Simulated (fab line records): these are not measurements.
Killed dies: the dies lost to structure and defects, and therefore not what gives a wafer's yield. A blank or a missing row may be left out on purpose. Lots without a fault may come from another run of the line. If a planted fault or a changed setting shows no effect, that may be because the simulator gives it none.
Matching of chambers	flow nand-harc	NHARC_A_WL_FILL_ETCHBACK_26 on rie-si-05: 4 sister chambers
The step etches the open film in HBr, target depth 52 nm, time 13.3 s. 4 wafers are shown with their chamber, then 8 later ones without.

== WAFERS PAIRED WITH THEIR CHAMBERS ==
wafer	chamber	throttle-valve-pct (%)
L091.2	2	23.245
L091.4	0	23.265
L091.5	1	23.273
L090.1	3	23.254

== WAFERS WITHOUT THEIR CHAMBER ==
wafer	throttle-valve-pct (%)
L090.2	23.269
L090.3	23.275
L094.1	23.252
L094.2	23.279
L094.4	23.267
L095.2	23.258
L095.4	23.269
L095.5	23.263

== THE CHAMBER EACH PASSED THROUGH ==
wafer	from the rows above	in truth
L090.2	can't be placed: 0 or 1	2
L090.3	1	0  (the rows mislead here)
L094.1	can't be placed: 3 or 2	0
L094.2	1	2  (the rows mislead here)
L094.4	can't be placed: 0 or 1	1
L095.2	can't be placed: 3 or 0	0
L095.4	can't be placed: 0 or 1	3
L095.5	can't be placed: 0 or 3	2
Placed correctly: 0 of 8. Not placeable from these rows: 6 (in 2, the candidates include the true chamber). Wrongly placed: 2.
How it was worked out, from the rows above alone: a wafer's distance from a chamber is the root of the sum, over the readings, of the square of ((its reading less the chamber's mean) divided by the reading's scatter). If the next closest chamber is less than 2 further off than the closest, the wafer can't be placed; otherwise it belongs to the closest. A chamber's mean is the mean of its shown wafers. The scatter: with one shown wafer a chamber, the root of the mean of the squares of how far each hidden wafer lies from its nearest shown one.
